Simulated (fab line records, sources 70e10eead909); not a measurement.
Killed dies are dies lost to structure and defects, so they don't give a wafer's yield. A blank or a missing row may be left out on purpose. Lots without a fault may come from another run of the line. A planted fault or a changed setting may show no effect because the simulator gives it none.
fab line records | flow nand_harc | part 2 of 2: steps 5 to 6 of 6
record lots=22 wafers=66 last_day=32
route steps=1302 shown A_SGD_CUT@919 A_CONTACT@985
lots that met no fault: from a run of the same line without faults
start_h: hours from the record's first day to the start of the lot's first wafer shown | wait_h: hours since the lot's step before | " the same as in the row above | L1.1+2: a row that stands for several wafers | - no value, or no start given | * or withheld: withheld | < > ~ a bound
route shown NAME@n: a module of which the file shows steps, and the number in the route of the first | usual: mean/standard deviation of fault-free wafers | same: alike in all rows | chamber/n: place in a boat | sites: the reading at each site | _std_site: their standard deviation | _edge_site: outer sites' mean less inner sites' | radius_mm: how far each site lies from the wafer's centre | mask NAME#n: copy n | behind: the tool/chamber that last shaped the wafer | hold: why the lot was held/for how many hours/how that ended | device: the transistor (n, p or np) that didn't switch | end of line: the same wafers' tests at the end of the route | a step without rows: its recipe alone | killed: dies lost to structure and defects at the first sort, not the wafer's yield | map: a wafer's dies, x killed, . not, _ none there
set.NAME: the setting as run; set.NAME@STEP: as run at that earlier step | model.NAME: the simulator's own value behind a step, which no gauge read
steps of the route over a sample of lots; a table a step, a row a wafer
services: from which hour (start_h, from the record's first day; less than 0 if before it) a tool's chamber was out of use, for how many hours, and why
## steps
# step NHARC_A_CONTACT_STRIP_82
# recipe o2_flow_sccm=500 ar_flow_sccm=0 bias_w=0 chemistry=O2
# usual drypump_motor_current_A=5.6/0.46 o2_flow_sccm=500.0/1.5 oes_product_au=0.999/0.0088 rf_vpp_V=57.6/0.86 showerhead_plenum_p_Torr=3.47/0.15 throttle_valve_pct=17.037/0.0094
# columns lot.wafer tool chamber start_h wait_h drypump_motor_current_A o2_flow_sccm oes_product_au rf_hours_counter_h rf_vpp_V showerhead_plenum_p_Torr throttle_valve_pct
L074.3 rie_diel-02 0 - - 5.7 499.4 0.996 18 57.2 3.28 17.031
L074.2 " 1 " " 6.2 499.1 1.026 18 57.5 3.41 17.039
L074.6 " 3 " " 5.9 499.5 1.000 - 59.5 3.43 17.042
L075.3 rie_diel-02 3 - - 5.9 499.8 0.998 18 58.0 3.43 17.038
L075.5 " 3 " " 5.9 497.3 0.992 - 58.0 3.43 17.035
L075.6 " 0 " " 5.7 502.0 0.986 - 58.4 3.28 17.048
L078.1 rie_diel-07 1 - - 5.7 497.5 0.997 15 57.8 3.76 17.032
L078.6 " 2 " " 6.1 501.4 0.979 - 57.8 3.62 17.031
L078.4 " 3 " " 4.7 501.1 0.993 - 55.7 3.38 17.032
L077.3 rie_diel-07 2 - - 6.1 502.5 0.981 33 59.8 3.61 17.024
L077.5 " 3 " " 4.7 498.5 1.001 - 56.5 3.37 17.029
L077.4 " 2 " " 6.1 497.0 0.984 - 57.1 3.61 17.033
L080.3 rie_diel-02 0 - - 5.7 499.5 0.998 27 56.3 3.28 17.017
L080.1 " 2 " " 5.4 500.5 1.004 23 56.4 3.38 17.029
L080.5 " 3 " " 5.9 498.5 1.009 - 58.3 3.42 17.025
L079.3 rie_diel-07 0 - - 4.8 501.4 0.996 16 57.4 3.62 17.062
L079.2 " 3 " " 4.7 502.7 0.986 38 57.7 3.37 17.047
L079.6 " 1 " " 5.7 501.0 0.999 - 58.1 3.75 17.043
L081.4 rie_diel-02 2 - - 5.4 497.7 0.996 1 57.3 3.38 17.032
L081.1 " 0 " " 5.7 500.3 0.995 2 58.1 3.28 17.041
L081.6 " 2 " " 5.4 501.1 0.998 - 57.7 3.38 17.047
L082.4 rie_diel-07 2 - - 6.1 500.0 0.983 45 57.0 3.61 17.038
L082.3 " 3 " " 4.7 502.3 0.990 46 57.4 3.36 17.036
L082.2 " 0 " " 4.8 499.8 0.987 24 58.1 3.61 17.051
L083.1 rie_diel-02 3 - - 5.9 500.4 1.010 7 58.4 3.42 17.052
L083.2 " 0 " " 5.7 499.1 1.014 6 55.9 3.28 17.041
L083.6 " 2 " " 5.4 500.9 0.997 - 57.1 3.38 17.041
L084.4 rie_diel-02 2 - - 5.4 501.6 0.997 6 57.0 3.38 17.036
L084.2 " 3 " " 5.9 499.2 1.003 7 56.7 3.42 17.012
L084.1 " 0 " " 5.7 499.6 1.005 6 58.8 3.28 17.039
L085.1 rie_diel-02 3 - - 5.9 498.8 1.003 8 57.6 3.42 17.037
L085.3 " 0 " " 5.7 501.3 0.997 6 57.4 3.28 17.042
L085.6 " 1 " " 6.2 498.2 1.008 - 55.0 3.41 17.040
L087.2 rie_diel-01 2 - - 5.9 499.0 1.002 23 58.4 3.66 17.035
L087.1 " 3 " " 5.5 499.0 0.998 20 56.9 3.60 17.031
L087.3 " 0 " " 4.9 504.2 1.004 21 58.2 3.43 17.027
L088.4 rie_diel-02 1 - - 6.2 497.7 1.002 11 57.6 3.40 17.010
L088.2 " 2 " " 5.5 500.5 0.999 13 58.7 3.37 17.045
L088.5 " 0 " " 5.7 500.6 0.992 - 56.0 3.27 17.032
L089.4 rie_diel-07 0 - - 4.8 501.0 0.990 35 58.4 3.60 17.037
L089.3 " 1 " " 5.7 501.3 1.010 55 56.8 3.74 17.030
L089.6 " 3 " " 4.7 501.8 1.011 - 57.3 3.35 17.031
L090.4 rie_diel-01 2 - - 5.9 501.8 1.010 28 56.8 3.66 17.040
L090.3 " 0 " " 5.0 498.2 1.004 29 57.4 3.43 17.034
L090.6 " 1 " " 5.8 497.9 1.014 - 56.3 3.79 17.051
L092.3 rie_diel-02 1 - - 6.2 500.1 1.000 17 57.4 3.40 17.052
L092.6 " 1 " " 6.2 499.1 1.000 - 56.5 3.40 17.053
L092.5 " 2 " " 5.4 500.6 0.988 - 59.5 3.37 17.025
L091.1 rie_diel-02 1 - - 6.2 500.6 0.999 17 59.2 3.40 17.042
L091.5 " 2 " " 5.5 500.7 1.008 - 58.0 3.37 17.036
L091.6 " 1 " " 6.2 498.8 1.002 - 56.3 3.40 17.059
L094.4 rie_diel-02 0 - - 5.7 500.7 0.998 17 56.5 3.27 17.026
L094.5 " 0 " " 5.7 500.7 0.997 - 55.2 3.27 17.038
L094.6 " 1 " " 6.2 501.2 0.999 - 57.0 3.40 17.046
L093.4 rie_diel-07 3 - - 4.7 501.3 1.010 18 56.9 3.34 17.036
L093.3 " 0 " " 4.8 500.2 0.991 19 57.0 3.59 17.046
L093.2 " 1 " " 5.7 500.0 0.992 17 57.0 3.73 17.038
L096.1 rie_diel-01 3 - - 5.6 497.4 0.997 47 58.0 3.59 17.035
L096.2 " 0 " " 4.9 499.2 0.992 51 56.2 3.41 17.039
L096.4 " 1 " " 5.8 501.4 1.000 51 58.1 3.78 17.027
L095.2 rie_diel-02 1 - - 6.2 499.1 0.999 24 56.9 3.40 17.035
L095.4 " 3 " " 5.8 500.0 0.998 27 57.6 3.41 17.038
L095.5 " 0 " " 5.7 499.4 1.001 - 58.4 3.27 17.043
L097.1 rie_diel-01 3 - - 5.6 502.2 1.006 55 57.0 3.58 17.038
L097.3 " 0 " " 4.9 501.1 1.009 57 58.5 3.41 17.044
L097.2 " 1 " " 5.8 499.1 1.014 57 58.6 3.77 17.036
# step NHARC_A_CONTACT_ETCH_30
# recipe target_depth_a=726 time_s=36.3 cf4_flow_sccm=100 chf3_flow_sccm=30 ar_flow_sccm=0 rf_w=500 bias_w=200 chemistry=CF4/CHF3
# usual drypump_motor_current_A=5.7/0.37 oes_product_au=0.934/0.02 rf_vpp_V=368.7/2 showerhead_plenum_p_Torr=1.52/0.056 throttle_valve_pct=16.803/0.01
# columns lot.wafer tool chamber start_h wait_h drypump_motor_current_A oes_product_au rf_hours_counter_h rf_vpp_V showerhead_plenum_p_Torr throttle_valve_pct
L074.3 rie_diel-01 2 - - 5.9 0.928 42 373.1 1.65 16.794
L074.2 " 0 " " 4.9 0.927 40 369.8 1.54 16.806
L074.6 " 2 " " 5.9 0.928 - 373.4 1.65 16.810
L075.3 rie_diel-02 3 - - 5.9 0.928 19 369.6 1.53 16.800
L075.6 " 2 " " 5.4 0.920 - 368.2 1.51 16.811
L075.5 " 3 " " 5.9 0.923 - 369.7 1.53 16.791
L078.4 rie_diel-01 2 - - 5.9 0.922 57 373.3 1.64 16.796
L078.1 " 3 " " 5.5 0.930 50 369.7 1.62 16.805
L078.6 " 0 " " 4.9 0.927 - 368.2 1.54 16.798
L077.3 rie_diel-02 1 - - 6.2 0.965 26 369.8 1.52 16.819
L077.4 " 2 " " 5.4 0.962 23 367.6 1.51 16.802
L077.5 " 0 " " 5.7 0.958 - 366.1 1.46 16.794
L080.1 rie_diel-02 1 - - 6.2 0.941 27 368.7 1.52 16.800
L080.3 " 0 " " 5.7 0.920 28 367.5 1.46 16.808
L080.5 " 2 " " 5.4 0.925 - 368.0 1.51 16.817
L079.3 rie_diel-07 2 547.14 - 6.1 0.933 38 370.6 1.61 16.799
L079.2 " 0 " " 4.8 0.923 17 371.1 1.61 16.820
L079.6 " 3 " " 4.6 0.924 - 369.4 1.50 16.817
L081.4 rie_diel-02 1 - - 6.1 0.925 2 368.8 1.52 16.799
L081.1 " 3 " " 5.8 0.921 3 369.7 1.53 16.782
L081.6 " 0 " " 5.7 0.932 - 366.7 1.46 16.807
L082.4 rie_diel-07 0 - - 4.8 0.917 25 371.8 1.61 16.801
L082.2 " 1 " " 5.7 0.942 42 373.9 1.67 16.805
L082.3 " 2 " " 6.1 0.919 46 372.7 1.61 16.814
L083.2 rie_diel-02 1 - - 6.1 0.933 5 369.2 1.52 16.796
L083.1 " 2 " " 5.4 0.928 7 369.1 1.51 16.789
L083.6 " 0 " " 5.7 0.937 - 367.1 1.46 16.813
L084.1 rie_diel-07 1 - - 5.7 0.923 47 371.9 1.67 16.812
L084.2 " 2 " " 6.1 0.918 52 372.8 1.61 16.814
L084.4 " 0 " " 4.8 0.916 29 371.9 1.61 16.815
L085.3 rie_diel-02 2 - - 5.4 0.924 9 367.7 1.50 16.800
L085.1 " 0 " " 5.7 0.930 7 365.4 1.46 16.788
L085.6 " 2 " " 5.4 0.926 - 367.7 1.51 16.809
L087.3 rie_diel-02 0 - - 5.7 0.956 11 367.0 1.46 16.797
L087.2 " 1 " " 6.2 0.946 10 367.8 1.52 16.803
L087.1 " 2 " " 5.4 0.946 12 368.9 1.50 16.813
L088.4 rie_diel-02 2 - - 5.4 0.923 13 368.5 1.50 16.803
L088.2 " 3 " " 5.9 0.914 15 369.4 1.52 16.797
L088.5 " 0 " " 5.7 0.928 - 367.1 1.46 16.820
L089.3 rie_diel-02 1 - - 6.2 0.984 12 368.6 1.52 16.806
L089.4 " 0 " " 5.7 0.972 14 365.8 1.46 16.802
L089.6 " 2 " " 5.5 0.950 - 367.4 1.51 16.786
L090.4 rie_diel-02 3 - - 5.8 0.929 16 368.2 1.52 16.803
L090.3 " 1 " " 6.2 0.926 13 371.0 1.52 16.792
L090.6 " 0 " " 5.7 0.921 - 368.2 1.46 16.794
L092.3 rie_diel-02 1 - - 6.2 0.922 17 367.9 1.52 16.814
L092.6 " 3 " " 5.8 0.920 - 367.6 1.52 16.777
L092.5 " 2 " " 5.4 0.924 - 368.2 1.50 16.804
L091.1 rie_diel-02 1 - - 6.1 0.934 18 368.8 1.52 16.816
L091.6 " 3 " " 5.9 0.929 - 367.2 1.52 16.794
L091.5 " 1 " " 6.2 0.929 - 369.5 1.52 16.806
L094.4 rie_diel-02 1 - - 6.2 0.919 21 370.7 1.51 16.798
L094.5 " 1 " " 6.2 0.926 - 369.8 1.52 16.792
L094.6 " 2 " " 5.4 0.916 - 368.0 1.50 16.814
L093.4 rie_diel-02 3 - - 5.8 0.967 25 368.6 1.52 16.796
L093.2 " 1 " " 6.2 0.972 22 368.1 1.51 16.818
L093.3 " 2 " " 5.4 0.954 24 368.1 1.50 16.829
L096.4 rie_diel-02 0 - - 5.7 0.923 20 366.5 1.46 16.818
L096.2 " 1 " " 6.2 0.920 24 368.3 1.51 16.808
L096.1 " 2 " " 5.4 0.910 26 367.1 1.50 16.819
L095.2 rie_diel-02 0 - - 5.7 0.920 22 366.4 1.46 16.805
L095.4 " 2 " " 5.4 0.914 28 367.9 1.50 16.813
L095.5 " 0 " " 5.7 0.917 - 367.3 1.46 16.789
L097.3 rie_diel-02 2 - - 5.4 0.959 29 367.9 1.50 16.800
L097.1 " 0 " " 5.7 0.974 24 366.9 1.46 16.806
L097.2 " 1 " " 6.2 0.973 27 367.6 1.51 16.794
## services
# columns tool chamber start_h hours kind
rie_diel-04 3 405.35 14.3 repair
rie_diel-02 - 410.67 0.7 repair
rie_diel-12 - 421.40 9.0 pm
rie_diel-07 2 441.62 3.3 repair
rie_diel-01 0 445.29 6.0 repair
rie_diel-07 - 447.46 9.0 pm
rie_diel-02 2 449.30 12.6 repair
rie_diel-04 2 449.60 5.0 repair
rie_diel-04 3 453.37 4.6 repair
rie_diel-12 2 489.00 7.9 repair
rie_diel-07 0 505.31 35.7 repair
rie_diel-04 - 508.03 9.0 pm
acl_dep-01 - 532.11 13.0 pm
rie_diel-01 - 534.69 9.0 pm
rie_diel-02 - 546.98 9.0 pm
rie_diel-07 2 584.69 5.3 repair
rie_diel-07 0 597.19 8.2 repair
rie_diel-12 - 598.40 9.0 pm
rie_diel-07 - 604.30 0.7 repair
rie_diel-07 - 625.76 9.0 pm
rie_diel-02 0 642.01 23.0 repair
rie_diel-01 - 711.69 9.0 pm
rie_diel-07 2 711.76 7.3 repair
acl_dep-01 - 713.11 13.0 pm
